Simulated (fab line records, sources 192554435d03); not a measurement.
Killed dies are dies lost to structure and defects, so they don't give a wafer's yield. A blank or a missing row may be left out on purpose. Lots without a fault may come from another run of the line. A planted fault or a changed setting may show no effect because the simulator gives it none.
Chamber matching | flow n5_finfet | N5_BEOL_M11_DESCUM_16 on rie_diel-03: 4 sister chambers
The step chemistry O2, time 7.9 s. 8 wafers are shown with their chamber, then 8 later ones without.

WAFERS WITH THEIR CHAMBER
wafer  | chamber | drypump_motor_current_A (A) | showerhead_plenum_p_Torr (Torr)
L585.2 | 2       | 5.5                         | 2.09
L587.5 | 3       | 6.2                         | 2.14
L590.4 | 3       | 6.2                         | 2.13
L590.5 | 0       | 6.2                         | 2.00
L595.2 | 1       | 6.2                         | 2.17
L595.3 | 0       | 6.2                         | 2.00
L595.5 | 2       | 5.5                         | 2.08
L593.1 | 1       | 6.1                         | 2.17

WAFERS WITHOUT THEIR CHAMBER
wafer  | drypump_motor_current_A (A) | showerhead_plenum_p_Torr (Torr)
L593.2 | 5.5                         | 2.08
L593.3 | 6.2                         | 2.00
L594.2 | 6.2                         | 2.13
L594.3 | 6.2                         | 2.00
L594.4 | 6.2                         | 2.17
L597.1 | 6.2                         | 2.00
L597.3 | 5.5                         | 2.08
L597.4 | 6.2                         | 2.13

WHICH CHAMBER EACH WENT THROUGH
wafer  | from the rows above | in truth
L593.2 | 2                   | 2
L593.3 | 0                   | 0
L594.2 | 3                   | 3
L594.3 | 0                   | 0
L594.4 | 1                   | 1
L597.1 | 0                   | 0
L597.3 | 2                   | 2
L597.4 | 3                   | 3
Placed correctly: 8 of 8. Can't be placed from these rows: 0. Placed wrongly: 0.
How it was worked out, from the rows above alone: a wafer's distance from a chamber is the root of the sum, over the readings, of the square of ((its reading less the chamber's mean) divided by the reading's scatter). The wafer belongs to the nearest chamber; if the next one is less than 2 further off, it can't be placed. A chamber's mean is the mean of its shown wafers. The scatter: the root of (the sum of the squares of (reading less its chamber's mean) over the shown wafers, divided by (wafers less chambers)).
